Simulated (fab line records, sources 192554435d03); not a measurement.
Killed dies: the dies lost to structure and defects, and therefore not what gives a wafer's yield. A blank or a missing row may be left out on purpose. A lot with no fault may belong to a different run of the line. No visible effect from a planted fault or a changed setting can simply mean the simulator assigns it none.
fab line records	flow n5-finfet
record lots=24	wafers=72	last-day=18
route steps=1938 shown BEOL_M15@1818 MIM_BOT_LITHO@1864 PASS1_CAP@1873
lots that met no fault: from a run of the same line without faults
start-h: hours from the record's first day to the start of the lot's first wafer shown	wait-h: hours elapsed since this lot's preceding step	" the same as in the row above	L1.1+2: a single row standing in for several wafers	- either no value or no given start	* or withheld: withheld	< > ~ a bound
route shown NAME@n: NAME is a module with steps in the file, n the number in the route of the first one	usual: mean and standard deviation over wafers with no fault	same: alike in all rows	chamber/n: place in a boat	sites: per-site readings	_std_site: standard deviation across them	_edge_site: inner sites' mean taken away from outer sites' mean	radius-mm: how far each site lies from the wafer's centre	mask NAME#n: copy n	behind: tool/chamber where the wafer was last shaped	hold: cause of the lot's hold/its duration in hours/its outcome	device: the transistor (n, p or np) that didn't switch	end of line: at the end of the route, the tests of the same wafers	a step with no rows: only its recipe	killed: dies lost to structure and defects at the first sort, not the wafer's yield	map: shows each die of a wafer: x if killed, . if not, _ if none is there
set.NAME: the setting the step ran with; set.NAME@STEP: the setting that earlier step ran with	model.NAME: the simulator's own value behind a step, which no gauge read
route steps across a sampled set of lots; one table per step, one row per wafer
services: a tool's chamber out of use, with start hour (start-h, from the record's first day; less than 0 if before it), hours out, and reason
## steps
# step N5_BEOL_M15_PRE_CLEAN_42
# recipe gas=H2/He	time-s=30	temp-c=300
# usual heater-power-w=518/49	susceptor-temp-C=299.99/0.2
lot.wafer	tool	chamber	start-h	wait-h	heater-power-w	susceptor-temp-C
L076.2	pvd-sputter-02	-	259.22	0.0	562	299.49
L076.3	"	-	"	"	522	300.30
L076.4	"	-	"	"	424	299.96
L075.3	pvd-sputter-02	-	266.98	0.0	511	300.24
L075.4	"	-	"	"	416	300.26
L075.5	"	-	"	"	435	300.53
L074.4	pvd-sputter-02	-	267.78	0.0	567	300.04
L074.5	"	-	"	"	589	299.89
L074.6	"	-	"	"	504	299.68
L077.3	pvd-sputter-03	-	274.46	0.0	524	300.31
L077.4	"	-	"	"	545	300.11
L077.5	"	-	"	"	461	299.80
L080.1	pvd-sputter-03	-	290.17	0.0	459	300.10
L080.2	"	-	"	"	531	299.64
L080.5	"	-	"	"	573	300.14
L078.1	pvd-sputter-03	-	293.38	0.0	564	299.82
L078.2	"	-	"	"	464	300.06
L078.4	"	-	"	"	468	299.74
L079.1	pvd-sputter-01	-	293.39	0.0	503	300.02
L079.3	"	-	"	"	476	299.74
L079.4	"	-	"	"	583	299.77
L081.2	pvd-sputter-02	-	304.28	0.0	434	300.08
L081.3	"	-	"	"	521	299.86
L081.6	"	-	"	"	576	300.13
L083.3	pvd-sputter-03	-	319.90	0.0	559	299.96
L083.5	"	-	"	"	462	299.89
L083.6	"	-	"	"	461	300.15
L084.3	pvd-sputter-02	-	325.86	0.0	418	300.04
L084.4	"	-	"	"	516	300.01
L084.6	"	-	"	"	567	300.02
L082.1	pvd-sputter-02	-	326.22	0.0	515	300.19
L082.4	"	-	"	"	424	300.20
L082.5	"	-	"	"	522	300.15
L085.1	pvd-sputter-01	-	331.31	0.0	591	300.07
L085.3	"	-	"	"	500	299.73
L085.5	"	-	"	"	586	300.08
L086.1	pvd-sputter-03	-	349.84	0.0	449	299.98
L086.2	"	-	"	"	470	299.90
L086.6	"	-	"	"	466	300.06
L087.1	pvd-sputter-02	-	352.27	0.0	526	300.04
L087.5	"	-	"	"	573	300.00
L087.6	"	-	"	"	516	299.83
L089.3	pvd-sputter-03	-	367.18	0.0	467	300.35
L089.5	"	-	"	"	526	299.59
L089.6	"	-	"	"	548	299.90
L088.1	pvd-sputter-01	-	367.19	0.0	586	299.97
L088.2	"	-	"	"	580	300.07
L088.5	"	-	"	"	473	300.06
L093.1	pvd-sputter-03	-	373.14	0.0	460	299.86
L093.2	"	-	"	"	570	300.04
L093.6	"	-	"	"	513	299.81
L090.1	pvd-sputter-01	-	381.23	0.0	506	300.19
L090.4	"	-	"	"	574	300.16
L090.5	"	-	"	"	583	300.02
L091.2	pvd-sputter-01	-	383.43	0.0	473	299.99
L091.3	"	-	"	"	499	299.73
L091.5	"	-	"	"	571	300.06
L092.1	pvd-sputter-03	-	384.03	0.0	560	300.14
L092.4	"	-	"	"	478	299.96
L092.6	"	-	"	"	531	299.85
L094.3	pvd-sputter-01	-	387.50	0.0	502	300.14
L094.4	"	-	"	"	567	300.27
L094.6	"	-	"	"	479	299.81
L095.1	pvd-sputter-02	-	397.50	0.0	509	299.67
L095.5	"	-	"	"	531	300.03
L095.6	"	-	"	"	576	299.91
L097.3	pvd-sputter-01	-	423.13	0.0	574	299.98
L097.4	"	-	"	"	480	300.17
L097.6	"	-	"	"	509	300.25
L096.1	pvd-sputter-02	-	423.47	0.0	424	300.41
L096.2	"	-	"	"	572	300.12
L096.4	"	-	"	"	508	300.11
# step N5_BEOL_M15_SPUTTER_45
# recipe material=Cu	target-thk-a=1000	temp-c=-20	bias-v=60	power-w=26000	chamber-pressure-pa=0.13	time-s=16.67
# usual chuck-gas-flow-sccm=1.26/0.05	susceptor-temp-C=-20.00/0.11	throttle-valve-pct=30.0/0.84
lot.wafer	tool	chamber	start-h	wait-h	chuck-gas-flow-sccm	susceptor-temp-C	throttle-valve-pct
L076.2	pvd-sputter-02	-	259.42	0.0	1.18	-20.15	29.7
L076.3	"	-	"	"	1.20	-20.03	30.2
L076.4	"	-	"	"	1.25	-19.86	29.9
L075.3	pvd-sputter-02	-	267.18	0.0	1.18	-20.16	30.3
L075.4	"	-	"	"	1.27	-19.88	29.8
L075.5	"	-	"	"	1.27	-20.02	29.7
L074.4	pvd-sputter-02	-	267.98	0.0	1.29	-19.91	29.8
L074.5	"	-	"	"	1.30	-20.05	29.5
L074.6	"	-	"	"	1.22	-19.97	29.7
L077.3	pvd-sputter-03	-	274.68	0.0	1.28	-20.00	31.9
L077.4	"	-	"	"	1.30	-19.95	29.9
L077.5	"	-	"	"	1.18	-20.21	29.2
L080.1	pvd-sputter-03	-	290.37	0.0	1.17	-19.96	29.1
L080.2	"	-	"	"	1.26	-19.95	31.9
L080.5	"	-	"	"	1.35	-20.15	30.0
L078.1	pvd-sputter-03	-	293.58	0.0	1.19	-19.98	29.7
L078.2	"	-	"	"	1.23	-20.05	28.9
L078.4	"	-	"	"	1.20	-19.98	30.6
L079.1	pvd-sputter-01	-	293.59	0.0	1.32	-20.05	28.5
L079.3	"	-	"	"	1.28	-19.87	28.9
L079.4	"	-	"	"	1.20	-20.03	30.8
L081.2	pvd-sputter-02	-	304.48	0.0	1.30	-19.95	30.2
L081.3	"	-	"	"	1.25	-19.83	30.3
L081.6	"	-	"	"	1.20	-20.04	29.6
L083.3	pvd-sputter-03	-	320.10	0.0	1.34	-20.01	30.3
L083.5	"	-	"	"	1.28	-19.90	30.9
L083.6	"	-	"	"	1.27	-20.08	28.9
L084.3	pvd-sputter-02	-	326.06	0.0	1.27	-19.91	29.9
L084.4	"	-	"	"	1.26	-20.05	30.0
L084.6	"	-	"	"	1.26	-19.94	29.6
L082.1	pvd-sputter-02	-	326.42	0.0	1.32	-20.01	29.9
L082.4	"	-	"	"	1.28	-20.00	29.7
L082.5	"	-	"	"	1.37	-20.04	30.0
L085.1	pvd-sputter-01	-	331.51	0.0	1.25	-19.92	29.9
L085.3	"	-	"	"	1.38	-20.08	28.5
L085.5	"	-	"	"	1.20	-19.91	30.7
L086.1	pvd-sputter-03	-	350.04	0.0	1.27	-20.05	29.1
L086.2	"	-	"	"	1.25	-19.86	31.0
L086.6	"	-	"	"	1.20	-19.87	29.1
L087.1	pvd-sputter-02	-	352.47	0.0	1.20	-19.97	30.3
L087.5	"	-	"	"	1.30	-20.01	29.9
L087.6	"	-	"	"	1.29	-19.68	30.2
L089.3	pvd-sputter-03	-	367.38	0.0	1.31	-19.89	31.1
L089.5	"	-	"	"	1.23	-19.82	31.5
L089.6	"	-	"	"	1.23	-20.18	30.3
L088.1	pvd-sputter-01	-	367.39	0.0	1.31	-19.78	29.6
L088.2	"	-	"	"	1.31	-20.02	30.8
L088.5	"	-	"	"	1.21	-19.97	29.1
L093.1	pvd-sputter-03	-	373.34	0.0	1.29	-19.96	28.9
L093.2	"	-	"	"	1.26	-20.17	30.1
L093.6	"	-	"	"	1.25	-20.02	31.8
L090.1	pvd-sputter-01	-	381.43	0.0	1.22	-20.03	28.8
L090.4	"	-	"	"	1.24	-20.09	30.5
L090.5	"	-	"	"	1.30	-20.19	30.0
L091.2	pvd-sputter-01	-	383.63	0.0	1.26	-20.00	28.8
L091.3	"	-	"	"	1.34	-20.09	28.6
L091.5	"	-	"	"	1.25	-19.82	30.7
L092.1	pvd-sputter-03	-	384.23	0.0	1.19	-20.05	30.1
L092.4	"	-	"	"	1.21	-19.99	31.0
L092.6	"	-	"	"	1.28	-19.94	31.7
L094.3	pvd-sputter-01	-	387.70	0.0	1.18	-20.18	28.5
L094.4	"	-	"	"	1.28	-19.89	30.4
L094.6	"	-	"	"	1.21	-20.06	28.9
L095.1	pvd-sputter-02	-	397.70	0.0	1.21	-19.98	30.1
L095.5	"	-	"	"	1.31	-20.03	30.2
L095.6	"	-	"	"	1.26	-20.07	29.9
L097.3	pvd-sputter-01	-	423.33	0.0	1.16	-19.85	30.4
L097.4	"	-	"	"	1.26	-20.24	28.6
L097.6	"	-	"	"	1.36	-19.99	28.7
L096.1	pvd-sputter-02	-	423.67	0.0	1.26	-20.03	30.1
L096.2	"	-	"	"	1.24	-20.14	29.8
L096.4	"	-	"	"	1.27	-20.06	30.1
# step N5_BEOL_M15_CMP_49
# recipe stop-on=SiO2	t-overpolish-s=4.9	down-force-psi=2	platen-rpm=80	clearing-platen-down-force-psi=2	clearing-platen-rpm=80	post-cmp-clean=cu-alkaline	target-thk-nm=850	clearing-platen-pad-velocity-m-s=1.5917	pad-velocity-m-s=1.5917
# usual barrier-field-endpoint-s=11.4/0.37	clearing-platen-rpm=80.00/0.041	motor-current-A=8.4/1.1	overpolish-run-s=4.900/0.0092	slurry-filter-dp-kPa=13.49/0.14
lot.wafer	tool	chamber	start-h	wait-h	barrier-field-endpoint-s	clearing-platen-rpm	motor-current-A	overpolish-run-s	slurry-filter-dp-kPa
L076.2	cmp-02	1	260.10	0.2	11.5	80.04	8.2	4.887	13.63
L076.3	"	2	"	"	11.4	79.98	6.7	4.888	13.52
L076.4	"	3	"	"	11.4	79.99	8.9	4.899	13.70
L075.4	cmp-02	3	271.67	0.1	11.3	80.11	8.8	4.906	13.67
L075.3	"	1	"	"	11.0	80.04	7.9	4.906	13.29
L075.5	"	0	"	"	10.7	79.94	10.3	4.910	13.47
L074.4	cmp-03	1	272.48	0.1	11.1	79.95	8.4	4.903	13.67
L074.5	"	1	"	"	11.3	79.95	8.4	4.891	13.32
L074.6	"	2	"	"	11.3	79.99	7.0	4.913	13.66
L077.3	cmp-02	1	279.87	0.2	10.6	79.99	8.3	4.898	13.46
L077.4	"	2	"	"	11.1	79.91	6.8	4.894	13.48
L077.5	"	1	"	"	10.9	79.91	8.0	4.902	13.62
L080.1	cmp-04	2	294.09	0.3	11.6	79.93	8.6	4.894	13.55
L080.2	"	0	"	"	12.2	80.06	8.3	4.899	13.61
L080.5	"	2	"	"	11.8	79.99	9.2	4.890	13.40
L078.1	cmp-02	2	296.07	0.3	11.5	80.06	6.8	4.895	13.44
L078.2	"	3	"	"	11.2	79.98	8.9	4.881	13.39
L078.4	"	0	"	"	11.0	79.98	9.8	4.901	13.35
L079.4	cmp-03	0	296.48	0.1	11.4	79.99	7.0	4.889	13.69
L079.1	"	1	"	"	11.1	80.02	8.4	4.902	13.22
L079.3	"	2	"	"	11.1	79.98	6.8	4.892	13.55
L081.2	cmp-04	1	305.69	0.2	11.0	79.91	6.7	4.890	13.18
L081.3	"	3	"	"	11.8	79.96	9.5	4.911	13.57
L081.6	"	2	"	"	11.6	80.00	8.9	4.895	13.43
L083.3	cmp-03	0	321.30	0.5	11.3	80.01	7.2	4.894	13.07
L083.6	"	1	"	"	11.5	80.04	8.2	4.914	13.66
L083.5	"	2	"	"	11.6	79.96	7.3	4.905	13.36
L084.3	cmp-04	1	326.72	0.2	11.4	80.02	6.5	4.904	13.50
L084.4	"	2	"	"	12.2	79.97	9.2	4.897	13.52
L084.6	"	2	"	"	11.8	80.00	9.1	4.887	13.51
L082.4	cmp-03	2	327.22	0.2	11.3	79.99	7.5	4.903	13.82
L082.1	"	0	"	"	11.6	79.99	7.5	4.884	13.55
L082.5	"	3	"	"	11.2	80.01	8.0	4.901	13.54
L085.1	cmp-04	3	332.27	0.4	11.2	79.98	9.8	4.893	13.59
L085.3	"	0	"	"	11.5	80.02	8.1	4.892	13.28
L085.5	"	0	"	"	11.5	80.01	8.0	4.901	13.44
L086.2	cmp-02	0	350.77	0.3	10.5	80.00	10.2	4.900	13.47
L086.1	"	1	"	"	11.0	80.05	8.5	4.912	13.32
L086.6	"	2	"	"	11.5	80.05	6.9	4.902	13.47
L087.1	cmp-04	3	353.18	0.3	11.8	80.07	9.7	4.899	13.51
L087.5	"	2	"	"	11.7	80.00	9.1	4.901	13.78
L087.6	"	3	"	"	11.5	80.04	10.0	4.884	13.48
L089.3	cmp-02	0	368.07	0.2	10.9	79.98	10.3	4.901	13.35
L089.5	"	3	"	"	11.4	80.03	8.5	4.903	13.54
L089.6	"	0	"	"	10.9	79.99	10.0	4.894	13.46
L088.1	cmp-02	1	368.65	0.3	11.2	79.99	8.5	4.908	13.61
L088.2	"	2	"	"	12.1	80.02	7.1	4.897	13.80
L088.5	"	3	"	"	11.7	80.02	9.1	4.895	13.61
L093.1	cmp-04	1	374.00	0.3	10.9	79.98	6.5	4.889	13.67
L093.2	"	3	"	"	11.1	79.99	10.2	4.910	13.48
L093.6	"	2	"	"	10.9	80.06	9.5	4.891	13.65
L090.1	cmp-04	2	382.46	0.3	11.9	80.02	9.4	4.899	13.58
L090.4	"	1	"	"	11.2	80.06	6.6	4.897	13.55
L090.5	"	3	"	"	11.9	80.04	9.8	4.900	13.27
L091.3	cmp-02	0	384.29	0.2	11.6	80.01	10.2	4.897	13.68
L091.2	"	2	"	"	12.0	80.03	6.8	4.901	13.59
L091.5	"	1	"	"	11.7	80.08	8.0	4.892	13.27
L092.1	cmp-04	0	384.97	0.3	11.7	80.02	8.4	4.905	13.41
L092.4	"	1	"	"	11.2	80.02	6.9	4.904	13.44
L092.6	"	2	"	"	11.5	79.98	9.1	4.911	13.41
L094.3	cmp-03	0	388.36	0.2	11.5	79.98	7.2	4.917	13.43
L094.4	"	1	"	"	11.0	80.01	8.3	4.897	13.53
L094.6	"	1	"	"	11.1	79.99	8.2	4.901	13.53
L095.1	cmp-02	1	398.39	0.3	11.2	79.99	8.1	4.905	13.38
L095.6	"	0	"	"	11.2	79.96	10.2	4.885	13.41
L095.5	"	1	"	"	11.2	80.03	8.4	4.907	13.47
L097.4	cmp-03	3	424.43	0.1	11.7	79.94	8.3	4.904	13.33
L097.3	"	0	"	"	11.7	80.04	7.5	4.897	13.40
L097.6	"	3	"	"	11.4	79.98	8.2	4.901	13.52
L096.2	cmp-04	3	424.62	0.2	12.1	80.02	9.4	4.906	13.65
L096.4	"	0	"	"	12.1	79.97	8.0	4.905	13.44
L096.1	"	2	"	"	11.8	79.95	9.4	4.908	13.64
# step N5_BEOL_M15_INSPECT_55
# recipe inspect-instrument=darkfield	mode=post-dep
# usual raw-defect-count=72/22
lot.wafer	tool	chamber	start-h	wait-h	raw-defect-count
L076.2	defect-inspect-02	-	260.55	0.0	111
L076.3	"	-	"	"	66
L076.4	"	-	"	"	120
L075.3	defect-inspect-02	-	272.12	0.0	46
L075.4	"	-	"	"	36
L075.5	"	-	"	"	53
L074.4	defect-inspect-01	-	272.93	0.0	44
L074.5	"	-	"	"	52
L074.6	"	-	"	"	70
L077.3	defect-inspect-02	-	280.31	0.0	112
L077.4	"	-	"	"	91
L077.5	"	-	"	"	99
L080.1	defect-inspect-02	-	294.53	0.0	36
L080.2	"	-	"	"	62
L080.5	"	-	"	"	53
L078.1	defect-inspect-01	-	296.48	0.0	51
L078.2	"	-	"	"	54
L078.4	"	-	"	"	57
L079.1	defect-inspect-01	-	296.96	0.0	47
L079.3	"	-	"	"	63
L079.4	"	-	"	"	63
L081.2	defect-inspect-02	-	306.16	0.0	138
L081.3	"	-	"	"	60
L081.6	"	-	"	"	85
L083.3	defect-inspect-02	-	321.64	0.0	48
L083.5	"	-	"	"	73
L083.6	"	-	"	"	61
L084.3	defect-inspect-01	-	327.19	0.0	80
L084.4	"	-	"	"	96
L084.6	"	-	"	"	99
L082.1	defect-inspect-02	-	327.67	0.0	44
L082.4	"	-	"	"	63
L082.5	"	-	"	"	102
L085.1	defect-inspect-02	-	332.72	0.0	92
L085.3	"	-	"	"	62
L085.5	"	-	"	"	82
L086.1	defect-inspect-01	-	351.14	0.0	72
L086.2	"	-	"	"	69
L086.6	"	-	"	"	55
L087.1	defect-inspect-01	-	353.59	0.0	86
L087.5	"	-	"	"	75
L087.6	"	-	"	"	91
L089.3	defect-inspect-02	-	368.49	0.0	103
L089.5	"	-	"	"	70
L089.6	"	-	"	"	55
L088.1	defect-inspect-02	-	369.03	0.0	58
L088.2	"	-	"	"	77
L088.5	"	-	"	"	46
L093.1	defect-inspect-01	-	374.45	0.0	63
L093.2	"	-	"	"	91
L093.6	"	-	"	"	127
L090.1	defect-inspect-02	-	382.98	0.0	79
L090.4	"	-	"	"	42
L090.5	"	-	"	"	46
L091.2	defect-inspect-01	-	384.77	0.0	56
L091.3	"	-	"	"	72
L091.5	"	-	"	"	103
L092.1	defect-inspect-02	-	385.34	0.0	127
L092.4	"	-	"	"	61
L092.6	"	-	"	"	80
L094.3	defect-inspect-02	-	388.84	0.0	89
L094.4	"	-	"	"	93
L094.6	"	-	"	"	77
L095.1	defect-inspect-01	-	398.92	0.0	53
L095.5	"	-	"	"	103
L095.6	"	-	"	"	32
L097.3	defect-inspect-02	-	424.88	0.0	38
L097.4	"	-	"	"	53
L097.6	"	-	"	"	61
L096.1	defect-inspect-01	-	425.06	0.0	62
L096.2	"	-	"	"	91
L096.4	"	-	"	"	60
# step N5_MIM_BOT_LITHO_INSPECT_12
# recipe mode=adi	inspect-instrument=macro
# usual raw-defect-count=2.1/1.5
lot.wafer	tool	chamber	start-h	wait-h	raw-defect-count
L076.2	defect-inspect-01	-	265.68	0.0	2
L076.3	"	-	"	"	1
L076.4	"	-	"	"	2
L075.3	defect-inspect-02	-	277.08	0.0	1
L075.4	"	-	"	"	1
L075.5	"	-	"	"	6
L074.4	defect-inspect-02	-	277.76	0.0	2
L074.5	"	-	"	"	2
L074.6	"	-	"	"	2
L077.3	defect-inspect-02	-	285.05	0.0	0
L077.4	"	-	"	"	0
L077.5	"	-	"	"	2
L080.1	defect-inspect-02	-	299.97	0.0	2
L080.2	"	-	"	"	0
L080.5	"	-	"	"	3
L078.1	defect-inspect-01	-	304.31	0.0	4
L078.2	"	-	"	"	5
L078.4	"	-	"	"	1
L079.1	defect-inspect-02	-	304.47	0.0	2
L079.3	"	-	"	"	1
L079.4	"	-	"	"	1
L081.2	defect-inspect-01	-	312.22	0.0	1
L081.3	"	-	"	"	2
L081.6	"	-	"	"	0
L083.3	defect-inspect-02	-	327.22	0.0	3
L083.5	"	-	"	"	4
L083.6	"	-	"	"	3
L084.3	defect-inspect-01	-	332.46	0.0	2
L084.4	"	-	"	"	2
L084.6	"	-	"	"	5
L082.1	defect-inspect-02	-	332.84	0.0	0
L082.4	"	-	"	"	3
L082.5	"	-	"	"	5
L085.1	defect-inspect-02	-	339.60	0.0	2
L085.3	"	-	"	"	1
L085.5	"	-	"	"	0
L086.1	defect-inspect-02	-	355.87	0.0	1
L086.2	"	-	"	"	2
L086.6	"	-	"	"	2
L087.1	defect-inspect-02	-	359.00	0.0	0
L087.5	"	-	"	"	1
L087.6	"	-	"	"	5
L089.3	defect-inspect-01	-	374.13	0.0	5
L089.5	"	-	"	"	2
L089.6	"	-	"	"	4
L088.1	defect-inspect-01	-	374.70	0.0	1
L088.2	"	-	"	"	2
L088.5	"	-	"	"	4
L093.1	defect-inspect-02	-	377.91	0.0	1
L093.2	"	-	"	"	3
L093.6	"	-	"	"	2
L090.1	defect-inspect-01	-	386.87	0.0	3
L090.4	"	-	"	"	0
L090.5	"	-	"	"	0
L091.2	defect-inspect-02	-	389.29	0.0	3
L091.3	"	-	"	"	3
L091.5	"	-	"	"	4
L092.1	defect-inspect-02	-	392.40	0.0	2
L092.4	"	-	"	"	2
L092.6	"	-	"	"	1
L094.3	defect-inspect-01	-	394.81	0.0	2
L094.4	"	-	"	"	2
L094.6	"	-	"	"	0
L095.1	defect-inspect-02	-	404.00	0.0	3
L095.5	"	-	"	"	4
L095.6	"	-	"	"	1
L097.3	defect-inspect-01	-	428.74	0.0	1
L097.4	"	-	"	"	0
L097.6	"	-	"	"	4
L096.1	defect-inspect-02	-	429.47	0.0	3
L096.2	"	-	"	"	3
L096.4	"	-	"	"	1
# step N5_PASSIVATION_PECVD_55
# recipe material=SiO2	target-thk-a=4000	temp-c=400	precursor=SiH4/N2O	pressure-torr=2.7	rf-w=608	time-s=22.5
# usual heater-power-w=656/61	showerhead-plenum-p-Torr=8.13/0.086	susceptor-temp-C=399.98/0.23	throttle-valve-pct=52.6/2.4
lot.wafer	tool	chamber	start-h	wait-h	heater-power-w	showerhead-plenum-p-Torr	susceptor-temp-C	throttle-valve-pct
L076.2	pecvd-03	1	266.60	0.0	722	8.20	400.17	52.3
L076.3	"	2	"	"	645	8.03	399.91	47.4
L076.4	"	0	"	"	576	8.17	400.07	51.6
L075.3	pecvd-03	2	278.42	0.0	636	8.02	399.71	47.5
L075.4	"	2	"	"	666	8.03	399.95	47.7
L075.5	"	1	"	"	761	8.23	399.98	52.5
L074.4	pecvd-01	0	278.69	0.0	688	8.02	400.28	55.0
L074.5	"	2	"	"	653	8.19	400.27	53.3
L074.6	"	1	"	"	681	8.14	399.80	55.1
L077.3	pecvd-01	0	286.18	0.0	636	8.02	399.79	54.9
L077.4	"	1	"	"	675	8.12	400.41	55.2
L077.5	"	0	"	"	684	8.03	400.16	54.8
L080.1	pecvd-03	2	300.90	0.0	666	8.01	399.86	48.0
L080.2	"	1	"	"	785	8.23	400.20	52.3
L080.5	"	2	"	"	706	8.02	399.94	47.8
L078.1	pecvd-03	0	305.31	0.0	672	8.14	399.78	52.2
L078.2	"	1	"	"	701	8.19	399.78	52.2
L078.4	"	1	"	"	734	8.21	400.15	52.6
L079.1	pecvd-01	0	305.45	0.0	702	8.02	400.06	54.9
L079.3	"	0	"	"	703	8.03	400.28	54.9
L079.4	"	2	"	"	618	8.19	399.70	53.6
L081.2	pecvd-03	1	313.14	0.0	699	8.23	400.08	52.2
L081.3	"	0	"	"	615	8.15	399.75	52.3
L081.6	"	1	"	"	697	8.21	400.30	52.4
L083.3	pecvd-03	2	328.17	0.0	666	8.01	399.80	48.1
L083.5	"	0	"	"	535	8.16	399.83	52.2
L083.6	"	1	"	"	725	8.23	399.84	52.3
L084.3	pecvd-01	2	333.42	0.0	604	8.19	399.89	53.7
L084.4	"	0	"	"	684	8.02	399.94	55.0
L084.6	"	2	"	"	615	8.19	400.05	54.0
L082.1	pecvd-01	2	333.76	0.0	633	8.17	400.00	53.7
L082.4	"	0	"	"	587	8.02	400.13	54.7
L082.5	"	2	"	"	654	8.18	400.09	53.8
L085.1	pecvd-01	1	340.52	0.0	547	8.10	399.61	55.1
L085.3	"	0	"	"	583	8.01	399.81	54.9
L085.5	"	2	"	"	582	8.17	399.97	53.8
L086.1	pecvd-03	0	356.84	0.0	645	8.18	399.82	52.4
L086.2	"	2	"	"	562	8.02	399.91	48.4
L086.6	"	2	"	"	586	8.03	399.90	48.1
L087.1	pecvd-01	1	360.10	0.0	646	8.13	400.82	55.3
L087.5	"	0	"	"	704	8.01	399.87	54.6
L087.6	"	1	"	"	666	8.09	400.55	55.3
L089.3	pecvd-02	2	375.34	0.0	854	8.13	399.82	50.9
L089.5	"	0	"	"	584	8.36	400.33	49.5
L089.6	"	1	"	"	797	8.17	399.76	53.8
L088.1	pecvd-01	1	375.95	0.0	593	8.10	399.91	55.5
L088.2	"	0	"	"	693	8.00	399.70	54.9
L088.5	"	1	"	"	631	8.10	399.91	55.4
L093.1	pecvd-02	2	378.87	0.0	709	8.12	400.01	50.6
L093.2	"	0	"	"	625	8.38	400.11	49.8
L093.6	"	2	"	"	741	8.11	400.30	50.9
L090.1	pecvd-01	2	387.99	0.0	539	8.19	400.02	54.4
L090.4	"	0	"	"	696	8.01	400.20	55.1
L090.5	"	0	"	"	709	8.03	400.14	54.8
L091.2	pecvd-01	0	390.25	0.0	629	8.03	399.68	54.8
L091.3	"	0	"	"	651	8.02	399.60	54.9
L091.5	"	0	"	"	678	8.03	399.99	54.9
L092.1	pecvd-03	0	393.34	0.0	595	8.14	400.23	52.7
L092.4	"	1	"	"	646	8.23	399.92	52.4
L092.6	"	2	"	"	597	8.03	400.01	48.3
L094.3	pecvd-03	0	395.74	0.0	626	8.15	400.05	52.8
L094.4	"	1	"	"	761	8.21	400.32	52.2
L094.6	"	0	"	"	657	8.16	399.82	53.0
L095.1	pecvd-03	1	404.94	0.1	756	8.23	400.27	52.4
L095.5	"	2	"	"	622	8.03	400.16	48.5
L095.6	"	0	"	"	642	8.16	399.94	52.9
L097.3	pecvd-01	2	429.68	0.0	644	8.21	399.71	54.5
L097.4	"	1	"	"	637	8.07	400.06	48.8
L097.6	"	0	"	"	620	8.03	399.50	55.0
L096.1	pecvd-03	1	430.42	0.0	757	8.21	400.04	52.5
L096.2	"	2	"	"	615	8.04	399.73	48.7
L096.4	"	2	"	"	653	8.02	399.72	49.0
## services
tool	chamber	start-h	hours	kind
pecvd-03	1	235.50	1.9	repair
cmp-03	-	238.69	5.3	pm
pvd-sputter-01	-	256.70	7.0	repair
cmp-02	-	262.33	4.6	repair
cmp-04	-	268.51	0.4	repair
cmp-02	-	271.08	0.4	repair
cmp-02	-	275.17	2.2	repair
cmp-02	-	304.35	20.2	pm
cmp-04	-	308.07	4.0	pm
cmp-02	-	325.99	4.7	repair
cmp-02	-	338.15	4.1	pm
pvd-sputter-01	-	340.25	1.8	repair
pecvd-01	-	349.86	2.9	repair
cmp-04	-	350.95	1.7	repair
cmp-03	-	365.87	4.6	pm
pecvd-01	-	381.35	2.6	repair
pecvd-03	-	389.68	0.8	repair
pecvd-01	2	390.80	23.1	repair
cmp-02	-	391.70	1.3	repair
cmp-03	-	400.46	21.0	pm
cmp-04	-	402.88	9.8	pm
pvd-sputter-01	-	414.15	8.3	repair
cmp-02	-	414.93	4.0	pm
pvd-sputter-03	-	430.25	1.9	repair
## key
fault none
